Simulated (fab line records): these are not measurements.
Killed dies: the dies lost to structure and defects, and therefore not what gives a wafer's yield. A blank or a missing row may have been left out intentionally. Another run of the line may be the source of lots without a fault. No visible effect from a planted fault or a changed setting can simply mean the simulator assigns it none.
Which tool did it? | flow nand harc | 24 lots with 72 wafers sampled at 6 steps, on a route of 1302 steps

WHAT EACH GAUGE READ, for each wafer
NHARC_A_SLIT_CD_MEAS_21.
lot  | measured     | on        | cd nm (nm)
L074 | day 19 20:03 | cd sem-01 | 289.9 289.5 290.6
L075 | day 20 12:38 | cd sem-02 | 289.6 288.8 289.2
L076 | day 20 13:41 | cd sem-03 | 289.5 289.8 289.4
L077 | day 20 19:20 | cd sem-01 | 290.2 290.5 290.4
L078 | day 21 13:38 | cd sem-02 | 290.2 290.1 289.5
L080 | day 21 23:23 | cd sem-01 | 290.1 289.4 289.4
L079 | day 22 00:19 | cd sem-03 | 289.2 289.1 289.2
L081 | day 22 15:41 | cd sem-01 | 287.9 288.7 288.6
L082 | day 23 12:53 | cd sem-03 | 290.2 289.8 289.4
L083 | day 23 20:07 | cd sem-02 | 290.4 290.2 290.1
L084 | day 23 20:46 | cd sem-03 | 290.3 290.1 290.2
L086 | day 24 09:48 | cd sem-03 | 289.0 289.2 288.7
L085 | day 24 09:55 | cd sem-01 | 289.3 290.2 290.0
L087 | day 25 13:08 | cd sem-03 | 288.6 288.2 288.5
L088 | day 25 13:28 | cd sem-01 | 289.9 289.9 290.1
L089 | day 25 09:39 | cd sem-01 | 288.2 288.9 289.3
L091 | day 26 15:07 | cd sem-03 | 290.3 289.8 290.0
L090 | day 27 03:16 | cd sem-01 | 291.2 290.1 290.3
L094 | day 27 23:19 | cd sem-01 | 289.7 288.9 288.9
L093 | day 28 01:08 | cd sem-01 | 289.6 290.0 289.1
L092 | day 27 21:17 | cd sem-02 | 288.4 288.6 288.3
L096 | day 28 14:47 | cd sem-03 | 289.9 290.1 290.5
L095 | day 28 15:35 | cd sem-01 | 290.0 289.5 289.8
L097 | day 29 09:59 | cd sem-01 | 291.4 290.8 290.5

WHICH TOOL RAN EACH LOT (tool, then ch and the chambers of the sampled wafers, then the start)
lot  | NHARC_A_STAIRCASE_CMP_450     | NHARC_A_SGD_CUT_DESCUM_14          | NHARC_A_SGD_CUT_ETCH_58            | NHARC_A_SLIT_DEP_00           | NHARC_A_SLIT_DESCUM_14
L074 | cmp-04 ch 2,3, day 18 23:05   | rie diel-13 ch 1,3, day 19 01:52   | rie diel-13 ch 0,1,3, day 19 01:56 | acl dep-03 ch 0, day 19 10:20 | rie diel-03 ch 2,3, day 19 13:40
L075 | cmp-01 ch 2,3, day 19 11:49   | rie diel-13 ch 1,2, day 19 14:27   | rie diel-13 ch 1,2,3, day 19 14:33 | acl dep-03 ch 0, day 19 23:20 | rie diel-06 ch 0,1, day 20 02:43
L076 | cmp-04 ch 0,1, day 19 12:18   | rie diel-02 ch 2,3, day 19 15:04   | rie diel-02 ch 0,1,3, day 19 15:10 | acl dep-02 ch 0, day 20 00:55 | rie diel-06 ch 0,2,3, day 20 03:43
L077 | cmp-01 ch 1,2,3, day 19 22:28 | rie diel-12 ch 1,2,3, day 20 01:15 | rie diel-12 ch 1,2,3, day 20 01:20 | acl dep-02 ch 0, day 20 08:18 | rie diel-03 ch 0,1,3, day 20 12:57
L078 | cmp-02 ch 0,3, day 20 12:50   | rie diel-02 ch 0,1,2, day 20 15:37 | rie diel-02 ch 1,2, day 20 15:44   | acl dep-01 ch 0, day 21 03:23 | rie diel-11 ch 1,3, day 21 07:16
L080 | cmp-02 ch 0,2,3, day 21 00:50 | rie diel-13 ch 0,2,3, day 21 03:36 | rie diel-13 ch 0,2, day 21 03:41   | acl dep-01 ch 0, day 21 12:23 | rie diel-06 ch 1,3, day 21 17:04
L079 | cmp-04 ch 0,1, day 21 01:01   | rie diel-02 ch 1,2, day 21 03:51   | rie diel-02 ch 0,1,2, day 21 03:57 | acl dep-02 ch 0, day 21 13:24 | rie diel-03 ch 0,3, day 21 18:02
L081 | cmp-01 ch 0,1,3, day 21 18:53 | rie diel-12 ch 1,2,3, day 21 21:38 | rie diel-12 ch 0,1,2, day 21 21:44 | acl dep-02 ch 0, day 22 04:41 | rie diel-11 ch 0,3, day 22 09:09
L082 | cmp-01 ch 0,1,2, day 22 15:32 | rie diel-02 ch 0,1,2, day 22 18:38 | rie diel-02 ch 1,2,3, day 22 18:43 | acl dep-02 ch 0, day 23 01:37 | rie diel-06 ch 0,2, day 23 06:20
L083 | cmp-01 ch 0,2,3, day 22 21:53 | rie diel-13 ch 2,3, day 23 00:32   | rie diel-13 ch 0,2,3, day 23 00:37 | acl dep-03 ch 0, day 23 07:41 | rie diel-03 ch 0,1,3, day 23 13:49
L084 | cmp-02 ch 1,2,3, day 22 22:14 | rie diel-12 ch 1,2,3, day 23 00:58 | rie diel-12 ch 0,1, day 23 01:02   | acl dep-01 ch 0, day 23 09:11 | rie diel-11 ch 0,2,3, day 23 13:53
L086 | cmp-01 ch 0,2,3, day 23 12:21 | rie diel-02 ch 2,3, day 23 15:06   | rie diel-02 ch 0,2,3, day 23 15:11 | acl dep-03 ch 0, day 23 23:55 | rie diel-06 ch 0,1,3, day 24 03:29
L085 | cmp-02 ch 1,2,3, day 23 15:13 | rie diel-02 ch 1,2,3, day 23 17:59 | rie diel-02 ch 0,1,3, day 23 18:04 | acl dep-02 ch 0, day 23 22:40 | rie diel-03 ch 2,3, day 24 03:20
L087 | cmp-02 ch 0,3, day 24 12:19   | rie diel-02 ch 1,2, day 24 15:05   | rie diel-02 ch 0,2, day 24 15:11   | acl dep-03 ch 0, day 25 02:18 | rie diel-11 ch 0,1, day 25 06:17
L088 | cmp-01 ch 0,3, day 24 12:22   | rie diel-13 ch 0,1,3, day 24 15:11 | rie diel-13 ch 2,3, day 24 15:16   | acl dep-02 ch 0, day 25 03:13 | rie diel-03 ch 0,1, day 25 07:02
L089 | cmp-04 ch 0,1,3, day 24 12:36 | rie diel-02 ch 1,2,3, day 24 15:27 | rie diel-02 ch 0,1,2, day 24 15:32 | acl dep-01 ch 0, day 24 23:29 | rie diel-11 ch 1,2, day 25 03:23
L091 | cmp-01 ch 1,2, day 25 18:23   | rie diel-13 ch 1,3, day 25 21:10   | rie diel-13 ch 1,2,3, day 25 21:16 | acl dep-01 ch 0, day 26 04:51 | rie diel-06 ch 1,3, day 26 08:48
L090 | cmp-02 ch 1,2,3, day 26 03:28 | rie diel-02 ch 1,3, day 26 06:14   | rie diel-02 ch 0,1,2, day 26 06:19 | acl dep-01 ch 0, day 26 15:59 | rie diel-06 ch 1,2,3, day 26 20:39
L094 | cmp-02 ch 0,1,3, day 26 23:46 | rie diel-13 ch 0,1,2, day 27 02:25 | rie diel-13 ch 0,1,3, day 27 02:31 | acl dep-01 ch 0, day 27 11:25 | rie diel-11 ch 0,1,3, day 27 16:04
L093 | cmp-04 ch 2,3, day 27 00:02   | rie diel-13 ch 2,3, day 27 03:47   | rie diel-13 ch 0,3, day 27 03:52   | acl dep-03 ch 0, day 27 13:54 | rie diel-06 ch 0,1,3, day 27 16:47
L092 | cmp-02 ch 1,2, day 27 00:37   | rie diel-02 ch 1,2, day 27 03:22   | rie diel-02 ch 0,1,3, day 27 03:27 | acl dep-02 ch 0, day 27 12:21 | rie diel-06 ch 2,3, day 27 14:57
L096 | cmp-01 ch 0,1,3, day 27 17:58 | rie diel-12 ch 1,2,3, day 27 20:48 | rie diel-12 ch 1,3, day 27 20:54   | acl dep-02 ch 0, day 28 04:26 | rie diel-11 ch 0,1,2, day 28 08:27
L095 | cmp-04 ch 0,1,2, day 27 18:13 | rie diel-13 ch 0,1,3, day 27 21:01 | rie diel-13 ch 0,1,2, day 27 21:06 | acl dep-03 ch 0, day 28 04:40 | rie diel-06 ch 0,3, day 28 09:17
L097 | cmp-04 ch 1,3, day 28 10:44   | rie diel-13 ch 0,1,2, day 28 13:31 | rie diel-13 ch 1,2, day 28 13:35   | acl dep-01 ch 0, day 28 23:04 | rie diel-06 ch 2,3, day 29 03:44
- NHARC_A_STAIRCASE_CMP_450: polishes SiO2, target thk 200 nm.
- NHARC_A_SGD_CUT_DESCUM_14: chemistry O2, time 3 s.
- NHARC_A_SGD_CUT_ETCH_58: etches the open film in CF4, target depth 39 nm, time 65 s.
- NHARC_A_SLIT_DEP_00: deposits aC, target thk 6200 nm.
- NHARC_A_SLIT_DESCUM_14: chemistry O2, time 3 s.

AS READ BY THE TOOLS THEMSELVES (means over the sampled wafers that have a number; for cases with no such wafer, the mark the record gives instead)
NHARC_A_STAIRCASE_CMP_450.
lot  | tool   | motor current A (A)
L074 | cmp-04 | 11.5
L075 | cmp-01 | 11.3
L076 | cmp-04 | 11.7
L077 | cmp-01 | 11.7
L078 | cmp-02 | 12.8
L080 | cmp-02 | 12.2
L079 | cmp-04 | 11.4
L081 | cmp-01 | 12.1
L082 | cmp-01 | 12.8
L083 | cmp-01 | 11.6
L084 | cmp-02 | 12.2
L086 | cmp-01 | 12.1
L085 | cmp-02 | 12.3
L087 | cmp-02 | 12.4
L088 | cmp-01 | 11.6
L089 | cmp-04 | 12.2
L091 | cmp-01 | 12.6
L090 | cmp-02 | 12.1
L094 | cmp-02 | 12.4
L093 | cmp-04 | 12.6
L092 | cmp-02 | 11.9
L096 | cmp-01 | 12.2
L095 | cmp-04 | 11.3
L097 | cmp-04 | 12.2

NHARC_A_SGD_CUT_DESCUM_14.
lot  | tool        | drypump motor current A (A) | oes product au (a.u.) | rf vpp V (V) | showerhead plenum p Torr (Torr) | throttle valve pct (%)
L074 | rie diel-13 | 6.04                        | 1.005                 | 57.6         | 2.03                            | 11.310
L075 | rie diel-13 | 5.95                        | 1.002                 | 57.4         | 1.95                            | 11.303
L076 | rie diel-02 | 6.03                        | 0.997                 | 57.8         | 2.02                            | 11.305
L077 | rie diel-12 | 6.16                        | 1.000                 | 58.2         | 1.86                            | 11.301
L078 | rie diel-02 | 6.05                        | 0.994                 | 57.0         | 1.99                            | 11.313
L080 | rie diel-13 | 6.09                        | 1.004                 | 57.6         | 1.94                            | 11.310
L079 | rie diel-02 | 6.11                        | 0.996                 | 57.7         | 2.02                            | 11.302
L081 | rie diel-12 | 6.16                        | 0.998                 | 56.7         | 1.86                            | 11.301
L082 | rie diel-02 | 6.06                        | 1.003                 | 57.7         | 1.99                            | 11.322
L083 | rie diel-13 | 5.78                        | 1.003                 | 57.6         | 1.96                            | 11.313
L084 | rie diel-12 | 6.17                        | 0.997                 | 57.5         | 1.86                            | 11.304
L086 | rie diel-02 | 6.04                        | 0.998                 | 57.9         | 2.02                            | 11.314
L085 | rie diel-02 | 6.15                        | 1.000                 | 58.1         | 2.03                            | 11.312
L087 | rie diel-02 | 6.25                        | 0.998                 | 57.5         | 2.02                            | 11.307
L088 | rie diel-13 | 6.27                        | 1.000                 | 58.5         | 1.97                            | 11.309
L089 | rie diel-02 | 6.16                        | 1.000                 | 58.2         | 2.03                            | 11.312
L091 | rie diel-13 | 6.20                        | 0.999                 | 58.5         | 2.01                            | 11.312
L090 | rie diel-02 | 6.29                        | 0.996                 | 58.5         | 2.03                            | 11.318
L094 | rie diel-13 | 6.21                        | 1.007                 | 57.8         | 1.92                            | 11.318
L093 | rie diel-13 | 5.78                        | 1.000                 | 58.7         | 1.95                            | 11.312
L092 | rie diel-02 | 6.10                        | 1.005                 | 58.5         | 2.01                            | 11.309
L096 | rie diel-12 | 6.16                        | 0.992                 | 57.7         | 1.86                            | 11.315
L095 | rie diel-13 | 6.26                        | 1.004                 | 57.9         | 1.97                            | 11.314
L097 | rie diel-13 | 6.23                        | 0.994                 | 57.2         | 1.92                            | 11.313

NHARC_A_SGD_CUT_ETCH_58.
lot  | tool        | drypump motor current A (A) | oes product au (a.u.) | rf vpp V (V) | showerhead plenum p Torr (Torr) | throttle valve pct (%)
L074 | rie diel-13 | 6.28                        | 1.004                 | 152.0        | 1.81                            | 13.295
L075 | rie diel-13 | 5.97                        | 1.000                 | 151.3        | 1.83                            | 13.292
L076 | rie diel-02 | 6.09                        | 0.990                 | 153.3        | 1.85                            | 13.289
L077 | rie diel-12 | 6.17                        | 0.997                 | 150.9        | 1.73                            | 13.286
L078 | rie diel-02 | 6.27                        | 0.992                 | 151.2        | 1.86                            | 13.282
L080 | rie diel-13 | 6.29                        | 1.013                 | 151.2        | 1.74                            | 13.284
L079 | rie diel-02 | 6.06                        | 0.996                 | 152.0        | 1.84                            | 13.293
L081 | rie diel-12 | 6.06                        | 0.992                 | 151.5        | 1.75                            | 13.283
L082 | rie diel-02 | 6.15                        | 0.991                 | 152.6        | 1.87                            | 13.274
L083 | rie diel-13 | 6.08                        | 1.001                 | 151.4        | 1.79                            | 13.288
L084 | rie diel-12 | 6.05                        | 1.006                 | 151.5        | 1.81                            | 13.284
L086 | rie diel-02 | 5.97                        | 0.990                 | 152.5        | 1.84                            | 13.279
L085 | rie diel-02 | 6.10                        | 1.001                 | 151.7        | 1.85                            | 13.278
L087 | rie diel-02 | 5.93                        | 0.993                 | 151.7        | 1.83                            | 13.295
L088 | rie diel-13 | 5.84                        | 0.998                 | 152.4        | 1.84                            | 13.280
L089 | rie diel-02 | 6.05                        | 1.004                 | 151.2        | 1.83                            | 13.279
L091 | rie diel-13 | 6.01                        | 1.006                 | 150.9        | 1.83                            | 13.280
L090 | rie diel-02 | 6.05                        | 1.000                 | 152.1        | 1.83                            | 13.292
L094 | rie diel-13 | 6.27                        | 0.999                 | 152.1        | 1.81                            | 13.275
L093 | rie diel-13 | 6.36                        | 1.001                 | 151.3        | 1.77                            | 13.280
L092 | rie diel-02 | 6.08                        | 1.000                 | 151.6        | 1.84                            | 13.280
L096 | rie diel-12 | 5.95                        | 0.996                 | 151.3        | 1.74                            | 13.293
L095 | rie diel-13 | 6.21                        | 0.998                 | 150.6        | 1.78                            | 13.277
L097 | rie diel-13 | 6.14                        | 0.998                 | 151.6        | 1.82                            | 13.289

NHARC_A_SLIT_DEP_00.
lot  | tool       | throttle valve pct (%)
L074 | acl dep-03 | 34.996
L075 | acl dep-03 | 35.009
L076 | acl dep-02 | 34.998
L077 | acl dep-02 | 35.000
L078 | acl dep-01 | 35.007
L080 | acl dep-01 | 34.999
L079 | acl dep-02 | 34.985
L081 | acl dep-02 | 34.991
L082 | acl dep-02 | 35.004
L083 | acl dep-03 | 35.014
L084 | acl dep-01 | 35.003
L086 | acl dep-03 | 35.001
L085 | acl dep-02 | 34.996
L087 | acl dep-03 | 35.005
L088 | acl dep-02 | 35.003
L089 | acl dep-01 | 34.997
L091 | acl dep-01 | 35.010
L090 | acl dep-01 | 35.009
L094 | acl dep-01 | 34.990
L093 | acl dep-03 | 35.004
L092 | acl dep-02 | 34.991
L096 | acl dep-02 | 35.005
L095 | acl dep-03 | 35.005
L097 | acl dep-01 | 34.992

NHARC_A_SLIT_DESCUM_14.
lot  | tool        | drypump motor current A (A) | oes product au (a.u.) | rf vpp V (V) | showerhead plenum p Torr (Torr) | throttle valve pct (%)
L074 | rie diel-03 | 5.2                         | 1.009                 | 58.8         | 2.03                            | 11.313
L075 | rie diel-06 | 5.7                         | 0.990                 | 58.1         | 1.98                            | 11.307
L076 | rie diel-06 | 6.0                         | 1.007                 | 58.4         | 1.92                            | 11.303
L077 | rie diel-03 | 5.4                         | 1.001                 | 58.5         | 1.94                            | 11.314
L078 | rie diel-11 | 6.0                         | 1.011                 | 57.9         | 1.92                            | 11.305
L080 | rie diel-06 | 5.5                         | 0.997                 | 57.4         | 1.92                            | 11.311
L079 | rie diel-03 | 5.2                         | 0.998                 | 57.9         | 1.99                            | 11.306
L081 | rie diel-11 | 5.9                         | 1.000                 | 57.9         | 1.92                            | 11.313
L082 | rie diel-06 | 6.1                         | 0.996                 | 57.5         | 1.98                            | 11.319
L083 | rie diel-03 | 5.4                         | 1.004                 | 57.4         | 1.93                            | 11.314
L084 | rie diel-11 | 5.9                         | 1.003                 | 58.9         | 1.97                            | 11.315
L086 | rie diel-06 | 5.8                         | 0.992                 | 57.0         | 1.94                            | 11.314
L085 | rie diel-03 | 5.6                         | 1.001                 | 57.9         | 2.01                            | 11.307
L087 | rie diel-11 | 6.0                         | 0.995                 | 58.5         | 1.99                            | 11.321
L088 | rie diel-03 | 5.6                         | 1.002                 | 57.9         | 1.91                            | 11.309
L089 | rie diel-11 | 6.0                         | 1.005                 | 58.9         | 2.00                            | 11.315
L091 | rie diel-06 | 5.5                         | 0.999                 | 58.0         | 1.92                            | 11.318
L090 | rie diel-06 | 5.8                         | 0.992                 | 58.3         | 1.90                            | 11.317
L094 | rie diel-11 | 6.0                         | 1.005                 | 58.6         | 1.95                            | 11.316
L093 | rie diel-06 | 5.8                         | 1.005                 | 58.0         | 1.94                            | 11.309
L092 | rie diel-06 | 6.0                         | 1.006                 | 57.2         | 1.87                            | 11.311
L096 | rie diel-11 | 5.9                         | 0.982                 | 58.8         | 2.00                            | 11.313
L095 | rie diel-06 | 5.9                         | 1.000                 | 57.1         | 1.91                            | 11.315
L097 | rie diel-06 | 6.0                         | 0.999                 | 57.8         | 1.87                            | 11.308

THE ANSWER, worked out from the rows above alone
Rule: the lots themselves supply what counts as usual. The widest of any qualifying gaps counts: lots, ordered by their means at a reading, are off when they make up no more than a third of the lots, leave a main group of 4 or more, and stand apart from it by 3 or more times the standard deviation of that group's means. A main group whose means are all the same, to the digits that the tables above print for the reading, isn't used. Also off: a lot with no number at a reading for which 4 or more lots have one. Any other lot the step has rows for is counted as sound. The gauges are gone through in route order, then the tools' own readings, and for those a lot's mean is taken as printed above. At the first step where some lot is off, the reading lying furthest off is the one used; lots without a number count as furthest.
Across all readings shown, no lot is off: no conclusion can be drawn from this.

WHAT THE SIMULATOR HAD PUT IN
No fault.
